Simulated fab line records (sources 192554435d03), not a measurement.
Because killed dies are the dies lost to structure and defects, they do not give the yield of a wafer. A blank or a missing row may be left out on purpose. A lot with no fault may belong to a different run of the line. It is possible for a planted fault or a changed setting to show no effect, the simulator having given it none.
fab line records | flow n5-finfet
record: lots: 5 wafers: 15 last-day: 18
route steps=1938 shown BEOL_M4@1099 BEOL_M5@1112 BEOL_M6@1240 PASSIVATION@1936
lots with no fault: from the same line, run without faults
start-h: hours from the record's opening day to when the first of the lot's shown wafers began | wait-h: time in hours since the lot's previous step | " the same as in the row above | L1.1+2: several wafers, shown together as one row | - no value, or no start given | * or withheld: withheld | < > ~ a bound
route shown NAME@n: NAME is a module with steps in the file, n the number in the route of the first one | usual: average and standard deviation across the fault-free wafers | same: alike in all rows | chamber/n: place in a boat | sites: readings site by site | _std_site: how widely they spread, as a standard deviation | _edge_site: outer sites' mean less inner sites' | radius-mm: for every site, how far away it sits from the centre of the wafer | mask NAME#n: copy n | behind: tool/chamber where the wafer was last shaped | hold: what put the lot on hold/how long, in hours/how the hold closed | device: the n, p or np transistor that did not switch | end of line: the route-end tests of the same wafers | where a step has no rows: the recipe by itself | killed: dies that structure and defects cost at the first sort, which is not the same as the wafer's yield | map: dies across one wafer; x = killed, . = not, _ = none there
set.NAME: the setting as run; set.NAME@STEP: as run at that earlier step | model.NAME: the simulator's own value behind a step, which no gauge read
lots seen at some steps along the route; tables by step, rows by wafer
services: when a tool's chamber went out of use (start-h, in hours from the record's first day, below 0 if earlier), for how many hours, and the reason
== steps ==
step: N5_BEOL_M4_ANNEAL_95
recipe: temp-c: 400 time-s: 240 ambient: vacuum
step: N5_BEOL_M4_SPUTTER_96
recipe: material: Cu target-thk-a: 45 temp-c: -20 chamber-pressure-pa: 0.07 power-w: withheld time-s: 8.29
step: N5_BEOL_M4_ECD_50
recipe: material: Cu target-thk-a: 3000
step: N5_BEOL_M4_ANNEAL_51
recipe: temp-c: 225 time-s: 90 ambient: N2
step: N5_BEOL_M4_CMP_52
recipe: stop-on: SiOC t-overpolish-s: 6.8 down-force-psi: 1 platen-rpm: 50 clearing-platen-down-force-psi: 1.5 clearing-platen-rpm: 50 post-cmp-clean: cu-alkaline target-thk-nm: 40 clearing-platen-pad-velocity-m-s: 0.99484 pad-velocity-m-s: 0.99484
step: N5_BEOL_M4_PRE_CLEAN_60
recipe: gas: NH3/H2 time-s: 15 temp-c: * rf-power-w: 300
step: N5_BEOL_M4_CO_CAP_55
recipe: material: Co target-thk-a: 20 temp-c: 200 precursor: CCTBA/H2 pressure-torr: 30 time-s: 102.1
step: N5_BEOL_M4_PRE_CLEAN_56
recipe: gas: NH3 time-s: 15 temp-c: withheld rf-power-w: 300
step: N5_BEOL_M4_DEP_57
recipe: material: SiCN target-thk-a: 80 temp-c: withheld precursor: 3MS/NH3 pressure-torr: 3 rf-w: 202 time-s: 14
step: N5_BEOL_M4_RC_MEAS_101
usual: DIBL_N: 36.3/1.8 DIBL_P: 36.5/2.1 IOFF_N: 0.16/0.031 IOFF_P: 0.22/0.038 ION_N: 677/12 ION_P: 466/7.8 SS_N: 71.5/0.61 SS_P: 73.2/0.7 VT_N: 249/3 VT_P: -248.9/3
columns lot.wafer tool chamber start-h wait-h DIBL_N[mV/V] DIBL_P[mV/V] IOFF_N[nA/um] IOFF_P[nA/um] ION_N[uA/um] ION_P[uA/um] SS_N[mV/dec] SS_P[mV/dec] VT_N[mV] VT_P[mV]
L354.2 prober-02 0 226.26 0.2 36.9 37.8 0.15 0.19 671 463 71.3 73.4 252 -254.9
L354.3 " 0 " " 36.9 37.2 0.15 0.20 669 459 71.2 73.2 252 -253.2
L354.4 " 0 " " 36.4 36.7 0.15 0.18 677 463 70.9 73.2 249 -254.6
L357.2 prober-02 0 248.87 0.2 36.3 35.4 0.18 0.22 698 473 71.0 73.7 247 -249.2
L357.4 " 0 " " 36.6 35.6 0.18 0.23 686 470 71.3 73.3 246 -248.0
L357.5 " 0 " " 33.6 32.0 0.12 0.18 670 466 70.5 72.1 252 -246.7
L358.1 prober-01 0 248.99 0.0 34.7 34.1 0.12 0.18 667 459 71.1 72.5 255 -251.3
L358.2 " 0 " " 36.5 35.9 0.14 0.22 678 470 71.6 73.2 250 -247.4
L358.6 " 0 " " 36.4 37.0 0.15 0.24 677 468 71.5 73.6 251 -248.7
L359.2 prober-01 0 264.05 0.2 36.7 35.1 0.15 0.21 663 463 71.4 73.7 251 -250.2
L359.3 " 0 " " 39.5 39.3 0.22 0.29 689 476 72.7 74.1 247 -245.2
L359.6 " 0 " " 36.9 35.9 0.15 0.22 669 471 72.7 74.0 249 -251.2
L367.2 prober-02 0 307.84 0.2 33.4 33.2 0.12 0.16 657 459 70.7 71.8 253 -252.4
L367.3 " 0 " " 34.7 35.0 0.13 0.19 671 462 71.4 72.5 254 -249.9
L367.6 " 0 " " 34.0 34.9 0.13 0.19 680 471 70.4 73.4 251 -250.9
step: N5_BEOL_M5_ILD_DEP_00
recipe: material: SiCOH_lowk target-thk-a: 1406.4 temp-c: 300 precursor: DEMS/porogen pressure-torr: 5 rf-w: 500 time-s: 25.9
step: N5_BEOL_M5_CURE_79
recipe: temp-c: 385 time-s: 240 ambient: He/Ar material: SiCOH_lowk
step: N5_BEOL_M5_PECVD_70
recipe: material: SiO2 target-thk-a: 160 temp-c: 400 precursor: TEOS/O2 pressure-torr: 5.5 rf-w: 450 teos-flow-sccm: 53.8 gas: O2 flow-sccm: 3000 time-s: 18
step: N5_BEOL_M5_HM_DEP_02
recipe: material: TiN target-thk-a: 200 temp-c: 25 chamber-pressure-pa: 0.49996
step: N5_BEOL_M5_COAT_59
recipe: resist: SOC temp-c: 250 time-s: 60 spin-rpm: 1500 resist-thk-nm: 60
step: N5_BEOL_M5_COAT_60
recipe: resist: SiARC temp-c: 220 time-s: 60 spin-rpm: 1500 resist-thk-nm: 12
step: N5_BEOL_M5_COAT_71
recipe: resist: underlayer temp-c: 205 time-s: 60 spin-rpm: 1500 resist-thk-nm: 5
step: N5_BEOL_M5_COAT_05
recipe: resist: CAR-EUV spin-rpm: 1500 resist-thk-nm: 30
step: N5_BEOL_M5_EBR_07
recipe: solvent: PGMEA ebr-width-mm: 1.5
step: N5_BEOL_M5_SOFTBAKE_06
recipe: temp-c: 110 time-s: 60 resist: CAR-EUV
step: N5_BEOL_M5_EXPOSE_08
recipe: mask-id: M5 na: 0.33 source-shape: annular sigma-inner: 0.4 sigma-outer: 0.8 polarization: unpolarized target-cd-nm: 28 dose-mj: 35.75
step: N5_BEOL_M5_PEB_09
recipe: peb-temp-c: 100 peb-time-s: 60 resist: CAR-EUV
step: N5_BEOL_M5_DEVELOP_10
recipe: develop-time-s: 30 developer: TMAH resist: CAR-EUV rinse-liquid: surfactant-rinse dry: air-spin dev-temp-c: 23
step: N5_BEOL_M5_DESCUM_16
recipe: chemistry: O2 time-s: 7 source-power-w: 50 bias-power-w: 20 pressure-mtorr: 20 rf-frequency-hz: 2.712e+07 temp-c: 40 resist: CAR-EUV o2-flow-sccm: 225
step: N5_BEOL_M5_ETCH_72
recipe: chemistry: N2/H2 target: underlayer target-depth-a: 65 mask-material: CAR-EUV time-s: 5.2 ion-energy-ev: 200 pressure-mtorr: 30 source-w: 840 bias-w: 150 n2-flow-sccm: 200 h2-flow-sccm: 200 ends: cleared
step: N5_BEOL_M5_ETCH_61
recipe: chemistry: CF4 target: SiARC target-depth-a: 156 mask-material: CAR-EUV time-s: 26 ion-energy-ev: 80 pressure-mtorr: 40 source-w: 545 bias-w: 36 Ar_flow_sccm: 100 cf4-flow-sccm: 100 ends: cleared
step: N5_BEOL_M5_ETCH_62
recipe: chemistry: N2/H2 target: SOC target-depth-a: 750 overetch-a: 150 mask-material: SiARC temp-c: 40 time-s: 112.5 ion-energy-ev: 200 pressure-mtorr: 30 source-w: 840 bias-w: 150 n2-flow-sccm: 200 h2-flow-sccm: 200
step: N5_BEOL_M5_STRIP_63
recipe: chemistry: N2/H2 temp-c: 40 n2-flow-sccm: 200 h2-flow-sccm: 200 rf-frequency-hz: 6e+07
step: N5_BEOL_M5_STRIP_73
recipe: chemistry: N2/H2 temp-c: 40 n2-flow-sccm: 200 h2-flow-sccm: 200 rf-frequency-hz: 6e+07
step: N5_BEOL_M5_STRIP_64
recipe: chemistry: CF4 resist: SiARC power-w: 300 bias-power-w: 75 pressure-mtorr: 50 cf4-flow-sccm: 150 rf-frequency-hz: 6e+07
step: N5_BEOL_M5_HM_OPEN_17
recipe: chemistry: Cl2/BCl3 target-depth-a: 200 overetch-a: 60 target: TiN mask-material: SOC ion-energy-ev: 150 pressure-mtorr: 10 icp-w: 1000 bias-w: 126 Cl2_flow_sccm: 53.25 bcl3-flow-sccm: 21.75 Ar_flow_sccm: 25
step: N5_BEOL_M5_STRIP_19
recipe: chemistry: O2 power-w: 400 temp-c: 40 pressure-mtorr: 30 rf-frequency-hz: 6e+07 bias-power-w: 0 overash-fraction: 0.2 o2-flow-sccm: 225
step: N5_BEOL_M5_COAT_65
recipe: resist: SOC temp-c: 250 time-s: 60 spin-rpm: 1500 resist-thk-nm: 60
step: N5_BEOL_M5_COAT_66
recipe: resist: SiARC temp-c: 220 time-s: 60 spin-rpm: 1500 resist-thk-nm: 12
step: N5_BEOL_M6_ETCH_41
recipe: chemistry: CH3F/O2 target: SiCN target-depth-a: 297 taper-deg: 2 time-s: 52 ion-energy-ev: 120 mask-material: TiN pressure-mtorr: 30 source-w: 395 bias-w: 75 Ar_flow_sccm: 150 CH3F_flow_sccm: 30 O2_flow_sccm: 20
usual: CH3F_flow_sccm: 30.01/0.094 O2_flow_sccm: 20.00/0.063 drypump-motor-current-A: 6.0/0.52 oes-product-au: 0.79/0.093 rf-vpp-V: 298.1/1.6 showerhead-plenum-p-Torr: 2.04/0.071 throttle-valve-pct: 16.24/0.2
columns lot.wafer tool chamber start-h wait-h CH3F_flow_sccm O2_flow_sccm drypump-motor-current-A oes-product-au rf-hours-counter-h rf-vpp-V showerhead-plenum-p-Torr throttle-valve-pct
L354.2 rie-diel-05 0 245.58 - 30.04 20.01 5.6 0.98 8 299.0 2.06 16.29
L354.3 " 2 " " 30.08 19.96 5.6 0.70 214 298.0 2.07 16.62
L354.4 " 1 " " 29.91 19.97 6.5 0.69 - 296.4 1.96 16.04
L357.2 rie-diel-05 0 266.71 - - - - - - - - -
L357.4 " 3 " " - - - - - - - -
L357.5 " 0 " " - - - - - - - -
L358.1 rie-diel-02 2 266.77 - - - - - - - - -
L358.2 " 0 " " - - - - - - - -
L358.6 " 2 " " - - - - - - - -
L359.2 rie-diel-01 1 283.67 - - - - - - - - -
L359.3 " 2 " " - - - - - - - -
L359.6 " 0 " " - - - - - - - -
L367.2 rie-diel-01 3 331.23 - 29.92 20.02 5.1 0.79 105 294.2 1.95 16.20
L367.3 " 2 " " 30.00 19.99 4.9 0.68 243 296.4 1.89 16.42
L367.6 " 3 " " 30.16 20.01 5.1 0.79 - 296.0 1.95 16.19
step: N5_PASSIVATION_PROBE_49
usual: defect-limited-yield: 91.2/1.5 killed_at_M0_to_M3: 33/9.6 killed_at_M4_up: 14/5.6 killed-at-contacts: 14/5.5 killed-at-front-end: 40/13 killed-at-other: 4/3 killed-dies: 104/17 killed-on-rim: 14/4.3 killed-open: 68/13 killed-short: 33/7.2 sort_bin_5_function: 5.2/0.95 sort_bin_6_memory: 3.3/0.62 sort-n-pass: 1076/17 sort-yield-pct: 91.2/1.5
same: gross-dies: 1180 killed-at-back-side: 0 sort_bin_4_leakage[%]: 0 sort_bin_8_speed[%]: 0
columns lot.wafer tool chamber start-h wait-h defect-limited-yield[%] killed_at_M0_to_M3 killed_at_M4_up killed-at-contacts killed-at-front-end killed-at-other killed-dies killed-on-rim killed-open killed-short sort_bin_5_function[%] sort_bin_6_memory[%] sort-n-pass sort-yield-pct[%]
L354.2 prober-02 - 331.95 0.1 90.8 25 20 12 51 1 109 16 69 38 5.4 3.4 1071 90.8
L354.3 prober-02 - 332.00 0.1 91.4 34 26 12 29 1 102 14 69 31 5.6 3.0 1078 91.4
L354.4 prober-02 - 332.05 0.2 91.4 43 8 14 37 0 102 14 64 36 5.0 3.2 1078 91.4
L358.1 prober-02 - 346.85 0.0 0 16 1110 13 33 8 1180 152 55 23 96.9 3.1 0 0
L358.2 prober-02 - 346.90 0.1 0 27 1097 13 40 3 1180 152 58 35 96.9 2.8 0 0
L358.6 prober-02 - 347.10 0.3 0 12 1105 13 49 1 1180 152 58 28 97.2 2.6 0 0
L357.2 prober-01 - 360.29 0.1 0 46 1078 11 37 8 1180 152 86 31 96.4 3.3 0 0
L357.4 prober-01 - 360.39 0.2 0 18 1106 18 35 3 1180 152 65 26 96.8 3.1 0 0
L357.5 prober-01 - 360.44 0.2 0 27 1095 28 26 4 1180 152 62 34 96.7 3.2 0 0
L359.2 prober-01 - 372.62 0.1 0 37 1098 10 32 3 1180 152 64 24 96.9 2.9 0 0
L359.3 prober-01 - 372.67 0.1 0 33 1084 14 40 9 1180 152 58 47 96.1 3.6 0 0
L359.6 prober-01 - 372.82 0.3 0 32 1093 21 28 6 1180 152 65 27 96.5 3.3 0 0
L367.2 prober-02 - 426.38 0.1 91.4 31 7 11 52 0 101 16 63 33 5.1 3.4 1079 91.4
L367.3 prober-02 - 426.43 0.1 91.1 40 10 15 40 0 105 7 68 34 5.2 3.6 1075 91.1
L367.6 prober-02 - 426.58 0.3 91.9 33 4 9 50 0 96 13 67 26 4.8 3.1 1084 91.9
killed by level:class
L354.2 FIN_SAQP:geometric-particle:short=15 MOL_CONTACT_COAG:geometric-particle:open=11 STI_FIN_REVEAL:geometric-particle:open=8 BEOL_M1:geometric-particle:open=7 GATE_CUT:geometric-particle:short=5 BEOL_M2:geometric-particle:open=5 BEOL_M5:geometric-particle:open=5 GATE_CUT:geometric-particle:open=4
L354.3 BEOL_M2:geometric-particle:open=16 MOL_CONTACT_COAG:geometric-particle:open=10 FIN_SAQP:geometric-particle:short=7 BEOL_M4:geometric-particle:open=7 BEOL_M4:geometric-particle:short=5 BEOL_M5:geometric-particle:open=5 ILD0:geometric-particle:open=4 BEOL_M1:geometric-particle:open=4
L354.4 BEOL_M0_SAQP:geometric-particle:open=10 MOL_CONTACT_COAG:geometric-particle:open=9 BEOL_M0_SAQP:geometric-particle:short=9 FIN_SAQP:geometric-particle:open=7 STI_FIN_REVEAL:geometric-particle:open=7 BEOL_M2:geometric-particle:open=6 BEOL_M3:geometric-particle:open=6 ILD0:geometric-particle:short=5
L358.1 BEOL_M6:area-etch=1102 MOL_CONTACT_COAG:geometric-particle:open=10 DUMMY_GATE:geometric-particle:open=8 FIN_SAQP:geometric-particle:open=7 GATE_CUT:geometric-particle:short=6 STI_FIN_REVEAL:geometric-particle:open=5 BEOL_M2:geometric-particle:open=5 BEOL_M0_SAQP:geometric-particle:open=4
L358.2 BEOL_M6:area-etch=1087 MOL_CONTACT_COAG:geometric-particle:open=10 DUMMY_GATE:geometric-particle:open=9 GATE_CUT:geometric-particle:short=8 BEOL_M2:geometric-particle:open=8 STI_FIN_REVEAL:geometric-particle:open=6 BEOL_M0_SAQP:geometric-particle:open=5 FIN_SAQP:geometric-particle:open=4
L358.6 BEOL_M6:area-etch=1094 FIN_SAQP:geometric-particle:open=11 MOL_CONTACT_COAG:geometric-particle:open=10 FIN_SAQP:geometric-particle:short=8 GATE_CUT:geometric-particle:short=8 STARTING-WAFER:geometric-particle:open=6 STI_FIN_REVEAL:geometric-particle:open=5 DUMMY_GATE:geometric-particle:open=5
L357.2 BEOL_M6:area-etch=1063 BEOL_M2:geometric-particle:open=20 FIN_SAQP:geometric-particle:short=13 ILD0:geometric-particle:open=8 MOL_CONTACT_COAG:geometric-particle:open=8 BEOL_M1:geometric-particle:open=8 BEOL_M3:geometric-particle:open=7 BEOL_M4:geometric-particle:open=7
L357.4 BEOL_M6:area-etch=1089 MOL_CONTACT_COAG:geometric-particle:open=17 FIN_SAQP:geometric-particle:open=11 BEOL_M4:geometric-particle:open=8 STARTING-WAFER:geometric-particle:open=5 STI_FIN_REVEAL:geometric-particle:open=4 BEOL_M2:geometric-particle:open=4 FIN_SAQP:geometric-particle:short=3
L357.5 BEOL_M6:area-etch=1084 MOL_CONTACT_COAG:geometric-particle:open=21 MOL_CONTACT_COAG:geometric-particle:short=7 BEOL_M2:geometric-particle:open=7 BEOL_M0_SAQP:geometric-particle:open=5 BEOL_M5:geometric-particle:short=4 STARTING-WAFER:geometric-particle:short=4 STARTING-WAFER:geometric-particle:open=4
L359.2 BEOL_M6:area-etch=1090 STI_FIN_REVEAL:geometric-particle:open=10 BEOL_M0_SAQP:geometric-particle:open=9 BEOL_M2:geometric-particle:open=9 BEOL_M0_SAQP:geometric-particle:short=8 MOL_CONTACT_COAG:geometric-particle:open=8 BEOL_M1:geometric-particle:open=6 DUMMY_GATE:geometric-particle:open=5
L359.3 BEOL_M6:area-etch=1073 GATE_CUT:geometric-particle:short=11 BEOL_M0_SAQP:geometric-particle:open=11 MOL_CONTACT_COAG:geometric-particle:open=10 BEOL_M0_SAQP:geometric-particle:short=8 FIN_SAQP:geometric-particle:short=7 FIN_SAQP:geometric-particle:open=6 BEOL_M1:geometric-particle:open=5
L359.6 BEOL_M6:area-etch=1085 MOL_CONTACT_COAG:geometric-particle:open=18 STI_FIN_REVEAL:geometric-particle:open=9 BEOL_M2:geometric-particle:open=8 BEOL_M1:geometric-particle:open=6 BEOL_M0_SAQP:geometric-particle:short=5 STARTING-WAFER:geometric-particle:open=5 BEOL_M0_SAQP:geometric-particle:open=4
L367.2 STI_FIN_REVEAL:geometric-particle:open=12 FIN_SAQP:geometric-particle:open=10 BEOL_M2:geometric-particle:open=9 BEOL_M0_SAQP:geometric-particle:short=7 MOL_CONTACT_COAG:geometric-particle:open=5 MOL_CONTACT_COAG:geometric-particle:short=5 BEOL_M0_SAQP:geometric-particle:open=5 FIN_SAQP:geometric-particle:short=4
L367.3 BEOL_M0_SAQP:geometric-particle:open=13 STI_FIN_REVEAL:geometric-particle:open=12 MOL_CONTACT_COAG:geometric-particle:open=11 BEOL_M0_SAQP:geometric-particle:short=9 FIN_SAQP:geometric-particle:open=7 FIN_SAQP:geometric-particle:short=6 BEOL_M2:geometric-particle:open=6 BEOL_M5:geometric-particle:open=5
L367.6 FIN_SAQP:geometric-particle:open=17 FIN_SAQP:geometric-particle:short=9 BEOL_M2:geometric-particle:open=9 MOL_CONTACT_COAG:geometric-particle:open=8 BEOL_M3:geometric-particle:open=8 BEOL_M0_SAQP:geometric-particle:open=6 STI_FIN_REVEAL:geometric-particle:open=5 GATE_CUT:geometric-particle:open=4
map L357.2 (x killed, . not)
_________________xxxxxxxxxxxx________________
______________xxxxxxxxxxxxxxxxxx_____________
___________xxxxxxxxxxxxxxxxxxxxxxxx__________
__________xxxxxxxxxxxxxxxxxxxxxxxxxx_________
________xxxxxxxxxxxxxxxxxxxxxxxxxxxxxx_______
_______xxxxxxxxxxxxxxxxxxxxxxxxxxxxxxxx______
______xxxxxxxxxxxxxxxxxxxxxxxxxxxxxxxxxx_____
_____xxxxxxxxxxxxxxxxxxxxxxxxxxxxxxxxxxxx____
____xxxxxxxxxxxxxxxxxxxxxxxxxxxxxxxxxxxxxx___
___xxxxxxxxxxxxxxxxxxxxxxxxxxxxxxxxxxxxxxxx__
___xxxxxxxxxxxxxxxxxxxxxxxxxxxxxxxxxxxxxxxx__
__xxxxxxxxxxxxxxxxxxxxxxxxxxxxxxxxxxxxxxxxxx_
__xxxxxxxxxxxxxxxxxxxxxxxxxxxxxxxxxxxxxxxxxx_
_xxxxxxxxxxxxxxxxxxxxxxxxxxxxxxxxxxxxxxxxxxxx
_xxxxxxxxxxxxxxxxxxxxxxxxxxxxxxxxxxxxxxxxxxxx
_xxxxxxxxxxxxxxxxxxxxxxxxxxxxxxxxxxxxxxxxxxxx
_xxxxxxxxxxxxxxxxxxxxxxxxxxxxxxxxxxxxxxxxxxxx
_xxxxxxxxxxxxxxxxxxxxxxxxxxxxxxxxxxxxxxxxxxxx
_xxxxxxxxxxxxxxxxxxxxxxxxxxxxxxxxxxxxxxxxxxxx
_xxxxxxxxxxxxxxxxxxxxxxxxxxxxxxxxxxxxxxxxxxxx
_xxxxxxxxxxxxxxxxxxxxxxxxxxxxxxxxxxxxxxxxxxxx
__xxxxxxxxxxxxxxxxxxxxxxxxxxxxxxxxxxxxxxxxxx_
__xxxxxxxxxxxxxxxxxxxxxxxxxxxxxxxxxxxxxxxxxx_
___xxxxxxxxxxxxxxxxxxxxxxxxxxxxxxxxxxxxxxxx__
___xxxxxxxxxxxxxxxxxxxxxxxxxxxxxxxxxxxxxxxx__
____xxxxxxxxxxxxxxxxxxxxxxxxxxxxxxxxxxxxxx___
_____xxxxxxxxxxxxxxxxxxxxxxxxxxxxxxxxxxxx____
______xxxxxxxxxxxxxxxxxxxxxxxxxxxxxxxxxx_____
_______xxxxxxxxxxxxxxxxxxxxxxxxxxxxxxxx______
________xxxxxxxxxxxxxxxxxxxxxxxxxxxxxx_______
__________xxxxxxxxxxxxxxxxxxxxxxxxxx_________
___________xxxxxxxxxxxxxxxxxxxxxxxx__________
______________xxxxxxxxxxxxxxxxxx_____________
_________________xxxxxxxxxxxx________________
map L358.1 (x killed, . not)
_________________xxxxxxxxxxxx________________
______________xxxxxxxxxxxxxxxxxx_____________
___________xxxxxxxxxxxxxxxxxxxxxxxx__________
__________xxxxxxxxxxxxxxxxxxxxxxxxxx_________
________xxxxxxxxxxxxxxxxxxxxxxxxxxxxxx_______
_______xxxxxxxxxxxxxxxxxxxxxxxxxxxxxxxx______
______xxxxxxxxxxxxxxxxxxxxxxxxxxxxxxxxxx_____
_____xxxxxxxxxxxxxxxxxxxxxxxxxxxxxxxxxxxx____
____xxxxxxxxxxxxxxxxxxxxxxxxxxxxxxxxxxxxxx___
___xxxxxxxxxxxxxxxxxxxxxxxxxxxxxxxxxxxxxxxx__
___xxxxxxxxxxxxxxxxxxxxxxxxxxxxxxxxxxxxxxxx__
__xxxxxxxxxxxxxxxxxxxxxxxxxxxxxxxxxxxxxxxxxx_
__xxxxxxxxxxxxxxxxxxxxxxxxxxxxxxxxxxxxxxxxxx_
_xxxxxxxxxxxxxxxxxxxxxxxxxxxxxxxxxxxxxxxxxxxx
_xxxxxxxxxxxxxxxxxxxxxxxxxxxxxxxxxxxxxxxxxxxx
_xxxxxxxxxxxxxxxxxxxxxxxxxxxxxxxxxxxxxxxxxxxx
_xxxxxxxxxxxxxxxxxxxxxxxxxxxxxxxxxxxxxxxxxxxx
_xxxxxxxxxxxxxxxxxxxxxxxxxxxxxxxxxxxxxxxxxxxx
_xxxxxxxxxxxxxxxxxxxxxxxxxxxxxxxxxxxxxxxxxxxx
_xxxxxxxxxxxxxxxxxxxxxxxxxxxxxxxxxxxxxxxxxxxx
_xxxxxxxxxxxxxxxxxxxxxxxxxxxxxxxxxxxxxxxxxxxx
__xxxxxxxxxxxxxxxxxxxxxxxxxxxxxxxxxxxxxxxxxx_
__xxxxxxxxxxxxxxxxxxxxxxxxxxxxxxxxxxxxxxxxxx_
___xxxxxxxxxxxxxxxxxxxxxxxxxxxxxxxxxxxxxxxx__
___xxxxxxxxxxxxxxxxxxxxxxxxxxxxxxxxxxxxxxxx__
____xxxxxxxxxxxxxxxxxxxxxxxxxxxxxxxxxxxxxx___
_____xxxxxxxxxxxxxxxxxxxxxxxxxxxxxxxxxxxx____
______xxxxxxxxxxxxxxxxxxxxxxxxxxxxxxxxxx_____
_______xxxxxxxxxxxxxxxxxxxxxxxxxxxxxxxx______
________xxxxxxxxxxxxxxxxxxxxxxxxxxxxxx_______
__________xxxxxxxxxxxxxxxxxxxxxxxxxx_________
___________xxxxxxxxxxxxxxxxxxxxxxxx__________
______________xxxxxxxxxxxxxxxxxx_____________
_________________xxxxxxxxxxxx________________
== services ==
columns tool chamber start-h hours kind
rie-diel-05 3 226.02 - clean
rie-diel-05 3 226.02 - consumable-replace:focus-ring
rie-diel-05 3 226.02 - consumable-replace:showerhead
rie-diel-05 3 226.02 24.8 scheduled-down
rie-diel-05 3 226.02 24.8 vent-cycle
rie-diel-05 2 248.35 14.3 repair
rie-diel-01 2 252.54 8.2 repair
rie-diel-05 1 297.02 - clean
rie-diel-05 1 297.02 - consumable-replace:focus-ring
rie-diel-05 1 297.02 22.1 scheduled-down
rie-diel-05 1 297.02 22.1 vent-cycle
rie-diel-02 2 306.72 4.8 repair
rie-diel-02 0 313.32 - clean
rie-diel-02 0 313.32 - consumable-replace:focus-ring
rie-diel-02 0 313.32 30.2 scheduled-down
rie-diel-02 0 313.32 30.2 vent-cycle
rie-diel-02 3 317.48 4.5 repair
rie-diel-02 3 329.20 11.3 repair
== key ==
first-sign: step: N5_BEOL_M6_ETCH_41 reading: tool-record direction: missing
effect: step: N5_PASSIVATION_PROBE_49 reading: killed_at_M4_up direction: up sigmas: 99+ usual: 14 struck: 1096
more-kills-born-at: N5_BEOL_M6_ETCH_41@rie-diel-02: 3283 N5_BEOL_M6_ETCH_41@rie-diel-01: 3248 N5_BEOL_M6_ETCH_41@rie-diel-05: 3236
met-at N5_BEOL_M6_ETCH_41
struck-wafers L357.2,L357.4,L357.5,L358.1,L358.2,L358.6,L359.2,L359.3,L359.6
later-rows-left-out L357.2,L357.4,L357.5,L358.1,L358.2,L358.6,L359.2,L359.3,L359.6
onset-between 245.58 266.71
fault: kind: skipped-step-whole tool: rie-diel-01,rie-diel-02,rie-diel-05 chamber: - onset-h: 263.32 steps: N5_BEOL_M6_ETCH_41 scope: struck-lots-only
later-rows-left-out: the simulator's readings of these wafers behind a module that went badly wrong aren't trusted and aren't shown, but for the sort
